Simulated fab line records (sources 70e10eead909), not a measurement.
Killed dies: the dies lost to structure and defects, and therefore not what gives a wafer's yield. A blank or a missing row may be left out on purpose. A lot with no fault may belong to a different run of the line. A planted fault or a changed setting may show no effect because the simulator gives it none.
fab line records	flow nandHarc
[record] lots = 12	wafers = 34	lastDay = 34
route steps=1302 shown A_CONTACT@1094 A_BLC@1115 END@1302
lots that met no fault: from a run of the same line without faults
startH: the number of hours between the record's first day and the start of the first shown wafer of the lot	waitH: how many hours have passed since the lot's step before this one	" the same as in the row above	L1.1+2: one row covering several wafers at once	- value missing, or start not given	* or withheld: withheld	< > ~ a bound
route shown NAME@n: names a module that has steps shown in the file, with the first one's number in the route	usual: mean/standard deviation of fault-free wafers	same: alike in all rows	chamber/n: place in a boat	sites: each site's reading	_std_site: the values' standard deviation	_edge_site: inner sites' mean taken away from outer sites' mean	radiusMm: how far each site lies from the wafer's centre	mask NAME#n: copy n	behind: the last tool/chamber to shape the wafer	hold: why the lot was held/for how many hours/how that ended	device: which transistor (n, p or np) failed to switch	end of line: the same wafers' tests at the end of the route	where a step has no rows: the recipe by itself	killed: dies lost to structure and defects at the first sort, not the wafer's yield	map: dies across one wafer; x = killed, . = not, _ = none there
set.NAME: the setting as run; set.NAME@STEP: as run at that earlier step	model.NAME: the simulator's own value behind a step, which no gauge read
the route's steps for a sample of lots (tables are steps, rows are wafers)
services: from which hour (startH, from the record's first day; less than 0 if before it) a tool's chamber was out of use, for how many hours, and why
[[steps]]
[step NHARC_A_CONTACT_CD_MEAS_15]
[usual] cdNm = 190.2/0.55
lot.wafer	tool	chamber	startH	waitH	cdNm
L558.2	cdSem-03	-	512.01	-	189.2
L558.3	"	-	"	"	189.5
L558.5	"	-	"	"	189.4
L560.1	cdSem-02	-	525.38	-	189.6
L560.2	"	-	"	"	189.2
L560.6	"	-	"	"	189.8
L561.2	cdSem-02	-	527.66	-	190.5
L561.5	"	-	"	"	190.5
L561.6	"	-	"	"	190.4
L564.2	cdSem-03	-	574.83	-	190.5
L564.3	"	-	"	"	190.4
L564.5	"	-	"	"	190.7
L565.3	cdSem-01	-	590.63	-	189.3
L565.5	"	-	"	"	189.6
L565.6	"	-	"	"	189.4
L567.2	cdSem-03	-	605.64	-	189.4
L567.5	"	-	"	"	189.3
L567.6	"	-	"	"	190.1
L569.1	cdSem-01	-	626.89	-	190.4
L569.6	"	-	"	"	190.2
L570.1	cdSem-03	-	649.96	-	189.3
L570.6	"	-	"	"	189.8
L578.1	cdSem-02	-	700.04	-	190.4
L578.2	"	-	"	"	191.1
L578.3	"	-	"	"	191.1
L577.1	cdSem-01	-	706.44	-	189.3
L577.3	"	-	"	"	189.8
L577.4	"	-	"	"	189.6
L579.4	cdSem-02	-	719.64	-	190.8
L579.5	"	-	"	"	190.8
L579.6	"	-	"	"	191.1
L580.2	cdSem-03	-	762.37	-	190.5
L580.3	"	-	"	"	190.4
L580.6	"	-	"	"	190.2
[step NHARC_A_CONTACT_ETCH_110]
[recipe] targetDepthA = 600	overetchA = 60	timeS = 33	ionEnergyEv = 100	cf4FlowSccm = 80	o2FlowSccm = 20	arFlowSccm = 0	rfW = 300	biasW = 100	chemistry = CF4/O2
[usual] drypumpMotorCurrentA = 5.9/0.34	oes_f_703_au = 1.000/0.0044	oesProductAu = 1.003/0.0089	rfVppV = 198.5/1.3	showerheadPlenumPTorr = 1.36/0.055	throttleValvePct = 13.397/0.0098
lot.wafer	tool	chamber	startH	waitH	drypumpMotorCurrentA	oes_f_703_au	oesProductAu	rfHoursCounterH	rfVppV	showerheadPlenumPTorr	throttleValvePct
L558.2	rieDiel-07	0	512.31	0.1	6.2	1.004	1.007	5	199.1	1.39	13.406
L558.3	"	1	"	"	5.9	0.993	0.999	4	200.4	1.39	13.406
L558.5	"	3	"	"	6.3	1.001	1.013	-	198.0	1.37	13.381
L560.1	rieDiel-07	0	525.68	0.1	6.2	1.001	1.007	9	198.6	1.39	13.386
L560.2	"	3	"	"	6.3	0.995	1.010	10	198.3	1.37	13.379
L560.6	"	0	"	"	6.1	1.004	1.001	-	199.2	1.39	13.380
L561.2	rieDiel-07	1	527.96	0.1	6.0	0.999	1.010	9	198.1	1.39	13.397
L561.5	"	2	"	"	6.0	1.002	1.012	-	200.2	1.44	13.399
L561.6	"	3	"	"	6.3	1.001	1.003	-	198.1	1.37	13.384
L564.2	rieDiel-07	3	575.12	0.1	6.2	0.999	1.015	17	198.8	1.37	13.401
L564.3	"	1	"	"	5.9	1.001	1.006	18	200.3	1.39	13.391
L564.5	"	0	"	"	6.1	1.004	1.007	-	198.4	1.39	13.396
L565.3	rieDiel-07	0	590.92	0.1	6.1	0.998	1.001	19	198.4	1.39	13.408
L565.6	"	2	"	"	6.1	1.004	1.005	-	201.2	1.43	13.407
L565.5	"	3	"	"	6.3	1.002	1.004	-	199.2	1.36	13.410
L567.2	rieDiel-04	0	605.93	0.1	5.2	0.996	1.011	10	197.8	1.25	13.399
L567.5	"	3	"	"	6.2	0.997	1.013	-	197.0	1.31	13.408
L567.6	"	0	"	"	5.2	1.001	1.018	-	196.1	1.25	13.392
L569.1	rieDiel-04	3	627.19	0.0	6.2	0.997	1.011	29	198.0	1.31	13.387
L569.6	"	0	"	"	5.2	1.000	1.002	-	197.3	1.25	13.403
L570.1	rieDiel-11	2	650.33	0.1	5.5	1.000	0.998	10	200.8	1.44	13.395
L570.6	"	3	"	"	5.8	0.999	0.995	-	199.7	1.43	13.398
L578.2	rieDiel-11	0	700.40	0.1	6.4	1.004	0.989	25	196.6	1.30	13.414
L578.3	"	1	"	"	5.8	0.997	0.970	32	199.0	1.36	13.405
L578.1	"	3	"	"	5.8	1.002	1.003	27	200.0	1.43	13.404
L577.4	rieDiel-07	3	706.73	0.1	6.3	1.000	0.997	8	199.2	1.36	13.393
L577.3	"	1	"	"	5.9	0.996	1.005	8	198.7	1.38	13.413
L577.1	"	2	"	"	6.1	1.006	0.999	8	199.5	1.43	13.397
L579.4	rieDiel-04	0	719.93	0.1	5.2	0.999	0.989	0	196.3	1.25	13.397
L579.5	"	0	"	"	5.2	0.995	0.987	-	196.3	1.25	13.395
L579.6	"	1	"	"	5.4	1.010	1.011	-	198.8	1.41	13.383
L580.3	rieDiel-07	1	762.65	0.1	5.9	0.996	0.987	15	197.8	1.38	13.406
L580.2	"	0	"	"	6.1	1.004	1.004	12	200.2	1.38	13.396
L580.6	"	2	"	"	6.1	1.000	0.996	-	199.2	1.43	13.398
[step NHARC_A_BLC_PEB_08]
[recipe] pebTempC = 100	pebTimeS = 65
[usual] heaterPowerTotalW = 156.6/0.4
lot.wafer	tool	chamber	startH	waitH	heaterPowerTotalW
L558.2	lithoTrack-01	0	514.87	0.1	157.1
L558.3	"	0	"	"	157.2
L558.5	"	0	"	"	157.0
L560.1	lithoTrack-04	0	528.31	0.1	156.4
L560.2	"	0	"	"	156.8
L560.6	"	0	"	"	157.2
L561.2	lithoTrack-01	0	530.40	0.1	156.9
L561.5	"	0	"	"	156.8
L561.6	"	0	"	"	157.1
L564.2	lithoTrack-01	0	578.42	0.1	156.4
L564.3	"	0	"	"	157.1
L564.5	"	0	"	"	156.6
L565.3	lithoTrack-06	0	593.35	0.0	157.2
L565.5	"	0	"	"	156.4
L565.6	"	0	"	"	156.7
L567.2	lithoTrack-01	0	608.39	0.1	157.0
L567.5	"	0	"	"	156.4
L567.6	"	0	"	"	157.1
L569.1	lithoTrack-01	0	629.63	0.1	169.9
L569.6	"	0	"	"	156.2
L570.1	lithoTrack-01	0	652.95	0.1	169.0
L570.6	"	0	"	"	156.9
L578.1	lithoTrack-06	0	703.63	0.1	156.7
L578.2	"	0	"	"	156.5
L578.3	"	0	"	"	156.8
L577.1	lithoTrack-01	0	709.34	0.1	156.7
L577.3	"	0	"	"	156.8
L577.4	"	0	"	"	156.5
L579.4	lithoTrack-01	0	722.54	0.0	156.8
L579.5	"	0	"	"	156.2
L579.6	"	0	"	"	156.9
L580.2	lithoTrack-06	0	765.23	0.1	156.1
L580.3	"	0	"	"	156.0
L580.6	"	0	"	"	157.2
[step NHARC_A_BLC_CD_MEAS_10]
[recipe] targetCdNm = 100	landingEnergyEv = 500
[usual] cdNm = 99.8/0.67
lot.wafer	tool	chamber	startH	waitH	cdNm
L558.2	cdSem-02	0	514.95	-	98.0
L558.3	"	0	"	"	100.2
L558.5	"	0	"	"	98.9
L560.1	cdSem-02	0	528.39	-	100.4
L560.2	"	0	"	"	100.9
L560.6	"	0	"	"	100.8
L561.2	cdSem-01	0	530.48	-	100.5
L561.5	"	0	"	"	100.3
L561.6	"	0	"	"	98.8
L564.2	cdSem-03	0	578.50	-	98.5
L564.3	"	0	"	"	99.1
L564.5	"	0	"	"	99.2
L565.3	cdSem-03	0	593.43	-	99.8
L565.5	"	0	"	"	99.9
L565.6	"	0	"	"	100.3
L567.2	cdSem-01	0	608.47	-	98.8
L567.5	"	0	"	"	99.8
L567.6	"	0	"	"	100.2
L569.1	cdSem-01	0	629.71	-	93.1
L569.6	"	0	"	"	98.4
L570.1	cdSem-03	0	653.03	-	94.1
L570.6	"	0	"	"	99.0
L578.1	cdSem-02	0	703.71	-	99.2
L578.2	"	0	"	"	99.3
L578.3	"	0	"	"	99.9
L577.1	cdSem-03	0	709.41	-	99.3
L577.3	"	0	"	"	99.5
L577.4	"	0	"	"	99.8
L579.4	cdSem-03	0	722.62	-	99.1
L579.5	"	0	"	"	100.4
L579.6	"	0	"	"	100.0
L580.2	cdSem-02	0	765.31	-	100.8
L580.3	"	0	"	"	99.9
L580.6	"	0	"	"	101.4
[step NHARC_A_BLC_OVL_MEAS_11]
[usual] overlayXNm = 0.1/0.99	overlayYNm = -0.2/0.81
lot.wafer	tool	chamber	startH	waitH	overlayXNm	overlayYNm
L558.2	overlay-01	-	515.04	-	-0.2	-0.9
L558.3	"	-	"	"	-0.6	-1.7
L558.5	"	-	"	"	-0.1	-0.8
L560.1	overlay-02	-	528.48	-	-0.9	0.5
L560.2	"	-	"	"	-1.0	0.7
L560.6	"	-	"	"	-0.7	1.2
L561.2	overlay-02	-	530.56	-	-0.6	-0.8
L561.5	"	-	"	"	-0.9	-1.7
L561.6	"	-	"	"	-0.6	-0.9
L564.2	overlay-01	-	578.58	-	-0.6	-0.5
L564.3	"	-	"	"	-0.1	-0.6
L564.5	"	-	"	"	-0.2	-0.7
L565.3	overlay-01	-	593.52	-	-0.3	-0.1
L565.5	"	-	"	"	-0.2	-0.2
L565.6	"	-	"	"	-0.3	0.1
L567.2	overlay-01	-	608.56	-	0.9	0.0
L567.5	"	-	"	"	1.5	-0.2
L567.6	"	-	"	"	1.5	-0.7
L569.1	overlay-01	-	629.80	-	0.2	-0.1
L569.6	"	-	"	"	0.3	0.2
L570.1	overlay-01	-	653.12	-	1.4	-0.1
L570.6	"	-	"	"	1.2	-0.2
L578.1	overlay-01	-	703.79	-	-1.1	-0.3
L578.2	"	-	"	"	-0.5	-0.5
L578.3	"	-	"	"	-0.8	-0.9
L577.1	overlay-02	-	709.50	-	-1.5	0.1
L577.3	"	-	"	"	-1.0	0.4
L577.4	"	-	"	"	-1.0	0.9
L579.4	overlay-01	-	722.70	-	-0.5	-1.5
L579.5	"	-	"	"	0.1	-1.5
L579.6	"	-	"	"	0.1	-1.5
L580.2	overlay-02	-	765.39	-	-0.1	0.2
L580.3	"	-	"	"	-0.4	0.4
L580.6	"	-	"	"	-0.4	0.4
[step NHARC_A_BLC_CD_MEAS_19]
[usual] cdNm = 100.8/2.2
lot.wafer	tool	chamber	startH	waitH	cdNm
L558.2	cdSem-01	-	516.11	-	100.3
L558.3	"	-	"	"	100.4
L558.5	"	-	"	"	96.9
L560.1	cdSem-03	-	529.54	-	102.4
L560.2	"	-	"	"	100.3
L560.6	"	-	"	"	103.3
L561.2	cdSem-02	-	531.82	-	98.6
L561.5	"	-	"	"	101.6
L561.6	"	-	"	"	101.0
L564.2	cdSem-02	-	579.67	-	98.9
L564.3	"	-	"	"	103.9
L564.5	"	-	"	"	100.2
L565.3	cdSem-01	-	594.58	-	101.5
L565.5	"	-	"	"	105.6
L565.6	"	-	"	"	100.4
L567.2	cdSem-01	-	609.82	-	103.9
L567.5	"	-	"	"	103.0
L567.6	"	-	"	"	103.6
L569.1	cdSem-01	-	630.86	-	93.1
L569.6	"	-	"	"	99.4
L570.1	cdSem-01	-	654.17	-	97.1
L570.6	"	-	"	"	101.2
L578.1	cdSem-03	-	705.05	-	101.1
L578.2	"	-	"	"	96.6
L578.3	"	-	"	"	98.9
L577.1	cdSem-01	-	710.75	-	101.7
L577.3	"	-	"	"	100.0
L577.4	"	-	"	"	100.5
L579.4	cdSem-01	-	723.77	-	97.2
L579.5	"	-	"	"	96.6
L579.6	"	-	"	"	100.6
L580.2	cdSem-03	-	766.46	-	101.8
L580.3	"	-	"	"	99.4
L580.6	"	-	"	"	100.6
[step NHARC_END_SORT_01]
[recipe] tempC = 25
[usual] killedAtArray = 64/16	killedAtOther = 1.0/1.1	killedAtPeriphery = 3.5/2.3	killedDies = 69/17	killedOpen = 3.2/1.6	killedShort = 2.4/1.6
[same] grossDies = 677
lot.wafer	tool	chamber	startH	waitH	killedAtArray	killedAtOther	killedAtPeriphery	killedDies	killedOpen	killedShort
L569.1	prober-01	0	674.37	2.5	48	1	3	52	6	1
L570.1	prober-01	0	699.19	2.5	44	2	1	47	2	1
L570.6	prober-01	0	703.21	4.0	51	1	4	56	3	1
// killed by level:class
L569.1 A_SLIT:chamberFilmFlake=33 A_CHANNEL_HOLE_D1:chamberFilmFlake=6 A_CONTACT:chamberFilmFlake=2 P_M0:geometricParticle:open=1 A_ONON_D1:geometricParticle:open=1 A_CHANNEL_HOLE_D1:geometricParticle:open=1 A_CHANNEL_FILL_D1:geometricParticle:open=1 A_WL_FILL:geometricParticle:open=1
L570.1 A_CHANNEL_HOLE_D2:chamberFilmFlake=23 A_CHANNEL_HOLE_D1:chamberFilmFlake=10 A_CONTACT:chamberFilmFlake=6 A_SLIT:chamberFilmFlake=2 THIN_TSV:chamberFilmFlake=2 P_M0:geometricParticle:short=1 A_CHANNEL_HOLE_D2:geometricParticle:open=1 A_WL_FILL:geometricParticle:open=1
L570.6 A_CHANNEL_HOLE_D2:chamberFilmFlake=22 A_CHANNEL_HOLE_D1:chamberFilmFlake=13 A_SLIT:chamberFilmFlake=4 A_STAIRCASE:chamberFilmFlake=3 A_CONTACT:chamberFilmFlake=3 A_ONON_D2:geometricParticle:open=2 P_ZERO_WELL:chamberFilmFlake=2 P_GATE:chamberFilmFlake=2
[[services]]
tool	chamber	startH	hours	kind
rieDiel-07	0	504.70	-	clean
rieDiel-07	1	504.70	-	clean
rieDiel-07	2	504.70	-	clean
rieDiel-07	3	504.70	-	clean
lithoTrack-01	-	505.00	7.0	pm
rieDiel-04	0	518.99	65.0	repair
lithoTrack-06	-	529.00	7.0	pm
rieDiel-07	0	529.20	-	clean
rieDiel-07	1	529.20	-	clean
rieDiel-04	-	533.58	9.0	pm
lithoTrack-04	-	553.00	7.0	pm
rieDiel-07	2	563.04	10.5	repair
rieDiel-11	-	609.92	9.0	pm
rieDiel-04	-	617.11	0.4	repair
lithoTrack-01	-	625.16	-	consumableReplace:filter
rieDiel-07	-	648.20	9.0	pm
rieDiel-04	1	661.86	9.7	repair
rieDiel-07	0	670.15	9.9	repair
rieDiel-04	3	678.08	5.6	repair
lithoTrack-01	-	680.00	7.0	pm
lithoTrack-06	-	704.00	7.0	pm
rieDiel-04	-	710.58	9.0	pm
lithoTrack-04	-	728.00	7.0	pm
rieDiel-11	1	754.12	3.4	repair
[[key]]
[firstSign] step = NHARC_A_BLC_PEB_08	reading = heaterPowerTotalW	direction = up	sigmas = 32	usual = *	struck = *
[effect] step = NHARC_A_BLC_CD_MEAS_10	reading = cdNm	direction = down	sigmas = 9.3	usual = 99.8	struck = 93.6
[effect] step = NHARC_A_BLC_CD_MEAS_19	reading = cdNm	direction = down	sigmas = 2.6	usual = 100.8	struck = 95.1
metAt NHARC_A_BLC_PEB_08
struckLots L569,L570
struckWafers L569.1,L570.1
testerLeftOut L569,L570
notActingAt NHARC_A_CONTACT_CD_MEAS_15,NHARC_A_CONTACT_ETCH_110,NHARC_A_BLC_OVL_MEAS_11
onsetBetween 608.39 629.63
[fault] kind = processParameterDrift	tool = lithoTrack-01	chamber = -	onsetH = 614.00	steps = NHARC_A_BLC_PEB_08	channel = pebTimeS	offset = *	shape = step	endH = 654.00	scope = struckWafersOnly	actsIn = *	stated = *
// testerLeftOut: of these lots the tester's yield and bins aren't shown, on N5 and GAA mostly nor the transistor test; their killed dies are dies lost to structure and defects alone, not to doping, threshold or leakage, so they don't give the yield
